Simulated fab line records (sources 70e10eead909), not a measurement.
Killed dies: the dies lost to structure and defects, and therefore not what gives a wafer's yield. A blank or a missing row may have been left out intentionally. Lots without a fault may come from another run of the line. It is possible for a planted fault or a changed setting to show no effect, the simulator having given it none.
Struck lot and sound lot, side by side | flow nandHarc | 40 out of 1302 route steps
Sound: the wafers L136.1, L136.2, L136.3. Struck: wafer L148.4; the same lot's L148.6 was not struck, so it is left out; see the end for the cause.
For every step that has rows: the tool of each side, followed by ch and its chambers, followed by its first start. Under that, the readings that differ: sound wafers | struck wafers | difference of the means | sigmas: that difference in standard deviations of wafers without a fault.
alike: words and numbers the same on both sides, and readings whose means are apart by under 2 such deviations; not compared: readings that were withheld, readings missing a value for some wafer, numbers with overlapping values and no deviation given by the record, and bounds like >300 which may hide the same value.
A row with sigmas, a row that says differs or no value, or rows on one side alone: a step with any of these is where the two part. Non-overlapping numbers with no deviation appear without sigmas and do not part them. A reading that every wafer of one side lacks parts them only if that side has two wafers or more.

first, 2 steps without rows for these wafers: NHARC_A_STAIRCASE_SRD_154; NHARC_A_STAIRCASE_ETCH_403 (etches SiO2 in dHF, target depth 108.2 nm).
NHARC_A_STAIRCASE_ETCHBACK_422: etches the open film in CH3F/O2, target depth 40 nm, time 74.286 s.
  sound on rieDiel-05 ch 0,1,3, day 20 16:47; struck on rieDiel-05 ch 2, day 26 04:16
reading             | sound    | struck | difference | sigmas
rfHoursCounterH (h) | 18 19 17 | 5      | -13        | 
  alike: chamberPressureMTorr, drypumpMotorCurrentA, oesProductAu, rfFwdPowerW, rfVppV, showerheadPlenumPTorr, throttleValvePct
then, 2 steps without rows for these wafers: NHARC_A_STAIRCASE_ETCH_423 (etches SiO2 in dHF, target depth 30 nm); NHARC_A_STAIRCASE_ETCHBACK_157 (etches the open film in CH3F/O2, target depth 90 nm, time 167.14 s).
NHARC_A_STAIRCASE_STRIP_475: strips in O2, time 20 s.
  sound: rieDiel-10 ch 0,1,3; struck: rieDiel-05 ch 2
reading             | sound    | struck | difference | sigmas
rfHoursCounterH (h) | 18 17 12 | 5      | -11        | 
  alike: chamberPressureMTorr, drypumpMotorCurrentA, oesProductAu, rfVppV, showerheadPlenumPTorr, throttleValvePct
then, 3 steps without rows for these wafers: NHARC_A_STAIRCASE_DEP_471 (deposits SiO2, target thk 100 nm); NHARC_A_STAIRCASE_CMP_472 (polishes SiO2); NHARC_A_STAIRCASE_SRD_474.
NHARC_A_STAIRCASE_INSPECT_155:
  sound on defectInspect-01 at day 20 18:02; struck on defectInspect-02 at day 26 05:30
  alike: rawDefectCount
NHARC_A_SGD_CUT_DEP_00: deposits SiNx, target thk 50 nm.
  sound on pecvd-04 ch 0,1,2, day 20 18:06; struck on pecvd-03 ch 2, day 26 05:39
  alike: heaterPowerW, rfFwdPowerW
then, 10 steps without rows for these wafers: NHARC_A_SGD_CUT_DEHYDRATE_01 (time 120 s); NHARC_A_SGD_CUT_HMDS_02 (time 30 s); NHARC_A_SGD_CUT_COAT_56 (time 75 s); NHARC_A_SGD_CUT_COAT_57 (time 65 s); NHARC_A_SGD_CUT_COAT_03 (resist thk 90 nm); NHARC_A_SGD_CUT_SOFTBAKE_04 (time 55 s); NHARC_A_SGD_CUT_EBR_05; NHARC_A_SGD_CUT_EXPOSE_06 (exposes mask SGD); NHARC_A_SGD_CUT_PEB_07 (peb time 65 s); NHARC_A_SGD_CUT_DEVELOP_08 (develop time 35 s).
NHARC_A_SGD_CUT_CD_MEAS_09: the cd target is 100 nm.
  sound on cdSem-02 ch 0, day 20 18:49; struck on cdSem-02 ch 0, day 26 06:18
reading   | sound            | struck | difference | sigmas
cdNm (nm) | 100.2 99.4 100.2 | 100.9  | +1.0       | +2
NHARC_A_SGD_CUT_OVL_MEAS_10:
  sound on overlay-02 at day 20 18:55; struck on overlay-01 at day 26 06:23
  alike: overlayXNm, overlayYNm
NHARC_A_SGD_CUT_INSPECT_11:
  sound on defectInspect-02 at day 20 18:57; struck on defectInspect-01 at day 26 06:25
  alike: rawDefectCount
NHARC_A_SGD_CUT_DESCUM_14: chemistry O2, time 3 s.
  sound on rieDiel-02 ch 0,1,2, day 20 19:01; struck on rieDiel-12 ch 3, day 26 06:29
reading             | sound | struck | difference | sigmas
rfHoursCounterH (h) | 3 3 3 | 12     | +9         | 
  alike: chamberPressureMTorr, drypumpMotorCurrentA, oesProductAu, rfVppV, showerheadPlenumPTorr, throttleValvePct
NHARC_A_SGD_CUT_ETCH_58: etches the open film in CF4, target depth 39 nm, time 65 s.
  sound on rieDiel-02 ch 1,2,3, day 20 19:05; struck on rieDiel-12 ch 0, day 26 06:34
reading             | sound | struck | difference | sigmas
rfHoursCounterH (h) | 3 3 3 | 12     | +9         | 
  alike: chamberPressureMTorr, drypumpMotorCurrentA, oesProductAu, rfFwdPowerW, rfVppV, showerheadPlenumPTorr, throttleValvePct
then, 4 steps without rows for these wafers: NHARC_A_SGD_CUT_ETCH_59 (etches the open film in N2/H2, target depth 260 nm, time 406.25 s); NHARC_A_SGD_CUT_ETCH_15 (etches the open film in CH3F/O2, target depth 75 nm, time 64.3 s); NHARC_A_SGD_CUT_ETCH_16 (etches the open film in C4F8/O2/Ar, target depth 310.5 nm, time 155.2 s); NHARC_A_SGD_CUT_STRIP_60 (strips in C4F8/O2/Ar).
NHARC_A_SGD_CUT_STRIP_17: strips in O2.
  sound: rieDiel-02 ch 1,2,3; struck: rieDiel-12 ch 2
reading              | sound                | struck | difference | sigmas
rfHoursCounterH (h)  | 3 3 4                | 13     | +10        | 
throttleValvePct (%) | 17.017 17.028 17.027 | 17.044 | +0.020     | +2
  alike: chamberPressureMTorr, drypumpMotorCurrentA, oesProductAu, rfVppV, showerheadPlenumPTorr
then, 8 steps without rows for these wafers: NHARC_A_SGD_CUT_PRECLEAN_18 (cleans in SC1); NHARC_A_SGD_CUT_SRD_19; NHARC_A_SGD_CUT_DEP_20 (deposits SiO2, target thk 150 nm); NHARC_A_SGD_CUT_ANNEAL_27 (time 1800 s); NHARC_A_SGD_CUT_CMP_21 (polishes, target thk 148.19 nm); NHARC_A_SGD_CUT_SRD_23; NHARC_A_SGD_CUT_ETCH_26 (etches SiO2 in dHF, target depth 45.8 nm); NHARC_A_SGD_CUT_ETCHBACK_24 (etches the open film in CH3F/O2, target depth 50 nm, time 92.857 s).
-- record jumps: 6 days between struck wafers' starts before vs after; left off in module A_SGD_CUT, resumes in module END, first step shown is number 1302 of the route --
NHARC_END_SORT_01:
  sound on prober-01 ch 0, day 25 17:04; struck on prober-01 ch 0, day 31 23:37
reading       | sound    | struck | difference | sigmas
killedAtArray | 41 31 33 | 674    | +639       | +43
killedDies    | 44 37 41 | 677    | +636       | +42
  alike: killedAtOther, killedAtPeriphery, killedOpen, killedShort

## WHERE THEY PART
At NHARC_A_SGD_CUT_CD_MEAS_09 first; at NHARC_END_SORT_01 last (within this record only).

WHY: what had been put in by the simulator
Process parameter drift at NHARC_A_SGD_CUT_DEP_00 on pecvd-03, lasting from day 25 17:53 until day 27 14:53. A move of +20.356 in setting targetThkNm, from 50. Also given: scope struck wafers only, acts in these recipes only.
